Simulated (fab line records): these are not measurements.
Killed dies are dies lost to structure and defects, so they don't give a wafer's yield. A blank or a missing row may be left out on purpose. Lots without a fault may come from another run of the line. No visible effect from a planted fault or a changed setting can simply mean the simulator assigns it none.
Matching of chambers || flow n5_finfet || N5_BEOL_M0_SAQP_ETCH_73 on rie_diel-05 has 4 sister chambers
The step etches SiARC in CF4, target depth 19.5 nm, time 32.5 s. 18 wafers are shown with their chamber, then 9 later ones without.

== WAFERS WITH THEIR CHAMBER ==
{"wafer": "L076.1", "chamber": 1, "drypump_motor_current_A (A)": 5.4, "showerhead_plenum_p_Torr (Torr)": 2.05, "throttle_valve_pct (%)": 15.47}
{"wafer": "L076.2", "chamber": 0, "drypump_motor_current_A (A)": 6.8, "showerhead_plenum_p_Torr (Torr)": 2.26, "throttle_valve_pct (%)": 15.42}
{"wafer": "L076.4", "chamber": 3, "drypump_motor_current_A (A)": 5.1, "showerhead_plenum_p_Torr (Torr)": 2.03, "throttle_valve_pct (%)": 15.89}
{"wafer": "L077.1", "chamber": 3, "drypump_motor_current_A (A)": 5.1, "showerhead_plenum_p_Torr (Torr)": 2.03, "throttle_valve_pct (%)": 15.91}
{"wafer": "L077.4", "chamber": 2, "drypump_motor_current_A (A)": 5.0, "showerhead_plenum_p_Torr (Torr)": 2.10, "throttle_valve_pct (%)": 15.61}
{"wafer": "L077.5", "chamber": 2, "drypump_motor_current_A (A)": 5.1, "showerhead_plenum_p_Torr (Torr)": 2.10, "throttle_valve_pct (%)": 15.60}
{"wafer": "L083.1", "chamber": 3, "drypump_motor_current_A (A)": 5.1, "showerhead_plenum_p_Torr (Torr)": 2.02, "throttle_valve_pct (%)": 15.91}
{"wafer": "L083.4", "chamber": 1, "drypump_motor_current_A (A)": 5.4, "showerhead_plenum_p_Torr (Torr)": 2.05, "throttle_valve_pct (%)": 15.51}
{"wafer": "L083.5", "chamber": 2, "drypump_motor_current_A (A)": 5.1, "showerhead_plenum_p_Torr (Torr)": 2.10, "throttle_valve_pct (%)": 15.63}
{"wafer": "L084.1", "chamber": 2, "drypump_motor_current_A (A)": 5.0, "showerhead_plenum_p_Torr (Torr)": 2.10, "throttle_valve_pct (%)": 15.68}
{"wafer": "L084.5", "chamber": 2, "drypump_motor_current_A (A)": 5.0, "showerhead_plenum_p_Torr (Torr)": 2.10, "throttle_valve_pct (%)": 15.67}
{"wafer": "L084.6", "chamber": 0, "drypump_motor_current_A (A)": 6.8, "showerhead_plenum_p_Torr (Torr)": 2.25, "throttle_valve_pct (%)": 15.46}
{"wafer": "L086.1", "chamber": 0, "drypump_motor_current_A (A)": 6.8, "showerhead_plenum_p_Torr (Torr)": 2.25, "throttle_valve_pct (%)": 15.48}
{"wafer": "L086.3", "chamber": 2, "drypump_motor_current_A (A)": 5.1, "showerhead_plenum_p_Torr (Torr)": 2.10, "throttle_valve_pct (%)": 15.65}
{"wafer": "L086.5", "chamber": 2, "drypump_motor_current_A (A)": 5.0, "showerhead_plenum_p_Torr (Torr)": 2.10, "throttle_valve_pct (%)": 15.66}
{"wafer": "L092.2", "chamber": 2, "drypump_motor_current_A (A)": 5.1, "showerhead_plenum_p_Torr (Torr)": 2.09, "throttle_valve_pct (%)": 15.67}
{"wafer": "L092.4", "chamber": 1, "drypump_motor_current_A (A)": 5.4, "showerhead_plenum_p_Torr (Torr)": 2.04, "throttle_valve_pct (%)": 15.54}
{"wafer": "L092.5", "chamber": 0, "drypump_motor_current_A (A)": 6.8, "showerhead_plenum_p_Torr (Torr)": 2.25, "throttle_valve_pct (%)": 15.49}

SIGNATURES (means of the wafers above)
{"reading": "drypump_motor_current_A", "chamber 0": 6.800, "chamber 1": 5.400, "chamber 2": 5.050, "chamber 3": 5.100, "scatter within a chamber": 0.0378}
{"reading": "showerhead_plenum_p_Torr", "chamber 0": 2.2525, "chamber 1": 2.0467, "chamber 2": 2.0987, "chamber 3": 2.0267, "scatter within a chamber": 0.0046}
{"reading": "throttle_valve_pct", "chamber 0": 15.4625, "chamber 1": 15.5067, "chamber 2": 15.6463, "chamber 3": 15.9033, "scatter within a chamber": 0.029}
Rule: for a wafer and a chamber, the distance is found by dividing, reading by reading, the gap between the wafer's reading and the chamber's mean by the reading's scatter, squaring, summing and taking the root. The wafer belongs to the nearest chamber; if the next one is less than 2 further off, it can't be placed. The scatter is the square root of a quotient: the sum, over the shown wafers, of each reading's squared deviation from its chamber's mean, divided by wafers minus chambers.

== WAFERS WITH NO CHAMBER GIVEN ==
{"wafer": "L094.2", "drypump_motor_current_A (A)": 5.0, "showerhead_plenum_p_Torr (Torr)": 2.09, "throttle_valve_pct (%)": 15.69}
{"wafer": "L094.3", "drypump_motor_current_A (A)": 5.4, "showerhead_plenum_p_Torr (Torr)": 2.04, "throttle_valve_pct (%)": 15.57}
{"wafer": "L094.5", "drypump_motor_current_A (A)": 5.4, "showerhead_plenum_p_Torr (Torr)": 2.04, "throttle_valve_pct (%)": 15.55}
{"wafer": "L095.1", "drypump_motor_current_A (A)": 6.8, "showerhead_plenum_p_Torr (Torr)": 2.24, "throttle_valve_pct (%)": 15.48}
{"wafer": "L095.4", "drypump_motor_current_A (A)": 5.1, "showerhead_plenum_p_Torr (Torr)": 2.27, "throttle_valve_pct (%)": 15.46}
{"wafer": "L095.6", "drypump_motor_current_A (A)": 5.4, "showerhead_plenum_p_Torr (Torr)": 2.04, "throttle_valve_pct (%)": 15.57}
{"wafer": "L091.3", "drypump_motor_current_A (A)": 5.4, "showerhead_plenum_p_Torr (Torr)": 2.04, "throttle_valve_pct (%)": 15.56}
{"wafer": "L091.4", "drypump_motor_current_A (A)": 5.0, "showerhead_plenum_p_Torr (Torr)": 2.09, "throttle_valve_pct (%)": 15.71}
{"wafer": "L091.5", "drypump_motor_current_A (A)": 5.1, "showerhead_plenum_p_Torr (Torr)": 2.27, "throttle_valve_pct (%)": 15.45}

== WHICH CHAMBER EACH ONE RAN IN ==
{"wafer": "L094.2", "from the rows above": 2, "in truth": 2}
{"wafer": "L094.3", "from the rows above": 1, "in truth": 1}
{"wafer": "L094.5", "from the rows above": 1, "in truth": 1}
{"wafer": "L095.1", "from the rows above": 0, "in truth": 0}
{"wafer": "L095.4", "from the rows above": 2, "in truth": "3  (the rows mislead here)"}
{"wafer": "L095.6", "from the rows above": 1, "in truth": 1}
{"wafer": "L091.3", "from the rows above": 1, "in truth": 1}
{"wafer": "L091.4", "from the rows above": 2, "in truth": 2}
{"wafer": "L091.5", "from the rows above": 2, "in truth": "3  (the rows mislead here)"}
Correct placement for 7 of the 9. Number that these rows cannot place: 0. Number placed wrongly: 2.
